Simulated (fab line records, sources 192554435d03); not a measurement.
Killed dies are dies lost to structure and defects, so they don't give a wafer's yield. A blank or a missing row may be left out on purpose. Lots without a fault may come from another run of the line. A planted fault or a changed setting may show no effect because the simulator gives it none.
A struck lot beside a sound one | flow n5_finfet | 38 steps out of a route of 1938
Sound: wafers L211.2, L211.3, L211.5. Struck: wafers L214.2, L214.4, L214.5. The cause comes at the end.
At each step with rows: each side's tool, then ch and its chambers, then its first start. Under that, the readings that differ: sound wafers | struck wafers | difference of the means | sigmas: that difference in standard deviations of wafers without a fault.
alike: readings whose means differ by less than 2 such deviations, and words and numbers that are the same on both sides. not compared: withheld readings, readings that some wafer has no value for, bounds like >300 that may hide the same value, and numbers for which the record gives no deviation and whose values overlap.
The two part at a step that has a row with sigmas, a row that says differs or no value, or rows on one side only. Numbers that don't overlap but have no deviation are shown without sigmas and don't part them. A reading that every wafer of one side lacks parts them only if that side has two wafers or more.

first, 9 steps without rows for these wafers: N5_BEOL_M4_ANNEAL_95 (time 240 s); N5_BEOL_M4_SPUTTER_96 (material Cu, target thk 4.5 nm, time 8.29 s); N5_BEOL_M4_ECD_50 (material Cu, target thk 300 nm); N5_BEOL_M4_ANNEAL_51 (time 90 s); N5_BEOL_M4_CMP_52 (polishes, stops on SiOC, t overpolish 6.8 s, target thk 40 nm); N5_BEOL_M4_PRE_CLEAN_60 (time 15 s); N5_BEOL_M4_CO_CAP_55 (material Co, precursor CCTBA/H2, target thk 2 nm, time 102.1 s); N5_BEOL_M4_PRE_CLEAN_56 (time 15 s); N5_BEOL_M4_DEP_57 (deposits SiCN from 3MS/NH3, target thk 8 nm, time 14 s).
N5_BEOL_M4_RC_MEAS_101:
  sound on prober-02 ch 0, day 11 15:24; struck on prober-02 ch 0, day 12 04:51
  reading       | sound       | struck      | difference | sigmas
  ION_P (uA/um) | 462 455 454 | 469 469 475 | +14        | +3
  alike: DIBL_N, DIBL_P, IOFF_N, IOFF_P, ION_N, SS_N, SS_P, VT_N, VT_P
then, 24 steps without rows for these wafers: N5_BEOL_M5_ILD_DEP_00 (deposits SiCOH lowk from DEMS/porogen, target thk 140.64 nm, time 25.9 s); N5_BEOL_M5_CURE_79 (cures SiCOH lowk, time 240 s); N5_BEOL_M5_PECVD_70 (deposits SiO2 from TEOS/O2, target thk 16 nm, time 18 s); N5_BEOL_M5_HM_DEP_02 (deposits TiN, target thk 20 nm); N5_BEOL_M5_COAT_59 (time 60 s, resist thk 60 nm); N5_BEOL_M5_COAT_60 (time 60 s, resist thk 12 nm); N5_BEOL_M5_COAT_71 (time 60 s, resist thk 5 nm); N5_BEOL_M5_COAT_05 (resist thk 30 nm); N5_BEOL_M5_EBR_07; N5_BEOL_M5_SOFTBAKE_06 (time 60 s); N5_BEOL_M5_EXPOSE_08 (exposes mask M5, target cd 28 nm); N5_BEOL_M5_PEB_09 (peb time 60 s); N5_BEOL_M5_DEVELOP_10 (develop time 30 s); N5_BEOL_M5_DESCUM_16 (chemistry O2, time 7 s); N5_BEOL_M5_ETCH_72 (etches underlayer in N2/H2, target depth 6.5 nm, time 5.2 s); N5_BEOL_M5_ETCH_61 (etches SiARC in CF4, target depth 15.6 nm, time 26 s); N5_BEOL_M5_ETCH_62 (etches SOC in N2/H2, target depth 75 nm, overetch 15 nm, time 112.5 s); N5_BEOL_M5_STRIP_63 (strips in N2/H2); N5_BEOL_M5_STRIP_73 (strips in N2/H2); N5_BEOL_M5_STRIP_64 (strips in CF4); N5_BEOL_M5_HM_OPEN_17 (chemistry Cl2/BCl3, target TiN, target depth 20 nm, overetch 6 nm); N5_BEOL_M5_STRIP_19 (strips in O2); N5_BEOL_M5_COAT_65 (time 60 s, resist thk 60 nm); N5_BEOL_M5_COAT_66 (time 60 s, resist thk 12 nm).
N5_BEOL_M7_STRIP_19: strips in O2.
  sound on rie_diel-02 ch 1,2, day 12 14:40; struck on rie_diel-02 ch 0,1,2, day 13 04:13
  no value came back on the struck wafers for any of 7 readings (bias_power_w (W), chamber_pressure_mTorr (mTorr) and others); on the sound wafers bias_power_w (W) reads 0 0 0
  reading                                  | sound | struck     | difference | sigmas
  model.SOC_of_BEOL_M7_COAT_59.thk_nm (nm) | 0 0 0 | 92 92 92.2 | +92        |
  not compared: rf_hours_counter_h
N5_BEOL_M7_ETCH_66: etches SOC in N2/H2, target depth 80 nm, overetch 16 nm, time 120 s.
  sound on rie_diel-02 ch 1,2,3, day 12 15:53; struck on rie_diel-06 ch 0,1,3, day 13 04:57
  reading                  | sound          | struck            | difference | sigmas
  oes_product_au (a.u.)    | 0.55 0.66 0.55 | 0.79 0.88 0.93    | +0.28      | +5
  model.etch.depth_nm (nm) | 60 59.88 59.71 | 94.31 97.21 95.76 | +35.90     |
  alike: drypump_motor_current_A, rf_fwd_power_W, rf_vpp_V, showerhead_plenum_p_Torr, throttle_valve_pct
  not compared: rf_hours_counter_h
N5_BEOL_M7_VIA_ETCH_34: etches SiCOH lowk in C4F6/O2, target depth 125.5 nm, time 50.5 s.
  sound on rie_diel-02 ch 1,2,3, day 12 15:59; struck on rie_diel-06 ch 0,1,3, day 13 05:03
  reading               | sound          | struck         | difference | sigmas
  oes_product_au (a.u.) | 0.71 0.88 0.72 | 0.31 0.33 0.35 | -0.44      | -5
  alike: C4F6_flow_sccm, drypump_motor_current_A, rf_fwd_power_W, rf_vpp_V, showerhead_plenum_p_Torr, throttle_valve_pct
  not compared: rf_hours_counter_h
-- the record jumps here: 3 days lie between the struck wafers' starts before and after (it left off in module BEOL_M7 and takes up again in module PASSIVATION, whose first step shown is number 1936 of the route) --
N5_PASSIVATION_PROBE_49:
  sound on prober-02, day 15 22:50; struck on prober-02, day 16 10:05
  reading                  | sound          | struck         | difference | sigmas
  defect_limited_yield (%) | 89.4 91.8 89.5 | 0 0 0          | -90        | -60
  killed_at_M4_up          | 18 15 23       | 1107 1092 1077 | +1073      | +99 or more
  killed_dies              | 125 97 124     | 1180 1180 1180 | +1065      | +59
  killed_on_rim            | 17 9 21        | 152 152 152    | +136       | +34
  sort_bin_5_function (%)  | 6.2 4.8 6.7    | 97.3 95.7 95.3 | +90.2      | +90
  sort_n_pass              | 1055 1083 1056 | 0 0 0          | -1065      | -59
  sort_yield_pct (%)       | 89.4 91.8 89.5 | 0 0 0          | -90        | -60
  alike: killed_at_M0_to_M3, killed_at_contacts, killed_at_front_end, killed_at_other, killed_open, killed_short, sort_bin_6_memory

WHERE THEY PART
First at N5_BEOL_M4_RC_MEAS_101; last, within this record, at N5_PASSIVATION_PROBE_49.

WHY: what the simulator had put in
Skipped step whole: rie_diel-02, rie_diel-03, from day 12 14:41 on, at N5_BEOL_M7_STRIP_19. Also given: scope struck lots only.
